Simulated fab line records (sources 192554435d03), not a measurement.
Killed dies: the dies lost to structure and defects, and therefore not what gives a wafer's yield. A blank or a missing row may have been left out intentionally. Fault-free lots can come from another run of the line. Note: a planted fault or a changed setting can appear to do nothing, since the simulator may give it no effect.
Matching of chambers || flow n5_finfet || 3 sister chambers for N5_PASSIVATION_PECVD_00 on pecvd-04
The step deposits SiO2 from SiH4/N2O, target thk 200 nm, time 11.2 s. 6 wafers are shown with their chamber, then 9 later ones without.

## EACH WAFER AND ITS CHAMBER
{"wafer": "L088.3", "chamber": 2, "throttle_valve_pct (%)": 49, "showerhead_plenum_p_Torr (Torr)": 8.25}
{"wafer": "L091.4", "chamber": 2, "throttle_valve_pct (%)": 49, "showerhead_plenum_p_Torr (Torr)": 8.25}
{"wafer": "L091.6", "chamber": 0, "throttle_valve_pct (%)": 48, "showerhead_plenum_p_Torr (Torr)": 8.17}
{"wafer": "L090.2", "chamber": 1, "throttle_valve_pct (%)": 52, "showerhead_plenum_p_Torr (Torr)": 8.05}
{"wafer": "L090.5", "chamber": 0, "throttle_valve_pct (%)": 48, "showerhead_plenum_p_Torr (Torr)": 8.16}
{"wafer": "L090.6", "chamber": 1, "throttle_valve_pct (%)": 53, "showerhead_plenum_p_Torr (Torr)": 8.03}

## WAFERS WITH NO CHAMBER GIVEN
{"wafer": "L093.3", "throttle_valve_pct (%)": 53, "showerhead_plenum_p_Torr (Torr)": 8.02}
{"wafer": "L093.5", "throttle_valve_pct (%)": 47, "showerhead_plenum_p_Torr (Torr)": 8.16}
{"wafer": "L093.6", "throttle_valve_pct (%)": 52, "showerhead_plenum_p_Torr (Torr)": 8.02}
{"wafer": "L095.3", "throttle_valve_pct (%)": 49, "showerhead_plenum_p_Torr (Torr)": 8.23}
{"wafer": "L095.4", "throttle_valve_pct (%)": 48, "showerhead_plenum_p_Torr (Torr)": 8.16}
{"wafer": "L095.5", "throttle_valve_pct (%)": 49, "showerhead_plenum_p_Torr (Torr)": 8.24}
{"wafer": "L096.3", "throttle_valve_pct (%)": 53, "showerhead_plenum_p_Torr (Torr)": 8.02}
{"wafer": "L096.5", "throttle_valve_pct (%)": 49, "showerhead_plenum_p_Torr (Torr)": 8.26}
{"wafer": "L096.6", "throttle_valve_pct (%)": 48, "showerhead_plenum_p_Torr (Torr)": 8.16}

## EACH ONE'S CHAMBER
{"wafer": "L093.3", "from the rows above": 1, "in truth": 1}
{"wafer": "L093.5", "from the rows above": 0, "in truth": 0}
{"wafer": "L093.6", "from the rows above": 1, "in truth": 1}
{"wafer": "L095.3", "from the rows above": 2, "in truth": 2}
{"wafer": "L095.4", "from the rows above": 0, "in truth": 0}
{"wafer": "L095.5", "from the rows above": 2, "in truth": 2}
{"wafer": "L096.3", "from the rows above": 1, "in truth": 1}
{"wafer": "L096.5", "from the rows above": 2, "in truth": 2}
{"wafer": "L096.6", "from the rows above": 0, "in truth": 0}
Correctly placed: 9 of 9. Not placeable from these rows: 0. Wrongly placed: 0.
How it was worked out, from the rows above alone: a wafer's distance from a chamber is the root of the sum, over the readings, of the square of ((its reading less the chamber's mean) divided by the reading's scatter). The wafer belongs to the nearest chamber; if the next one is less than 2 further off, it can't be placed. The mean given for a chamber averages the wafers shown for that chamber. How the scatter is found: for the shown wafers, subtract from each reading the mean of its chamber, square and add these, divide the total by (wafers less chambers), then take the root.
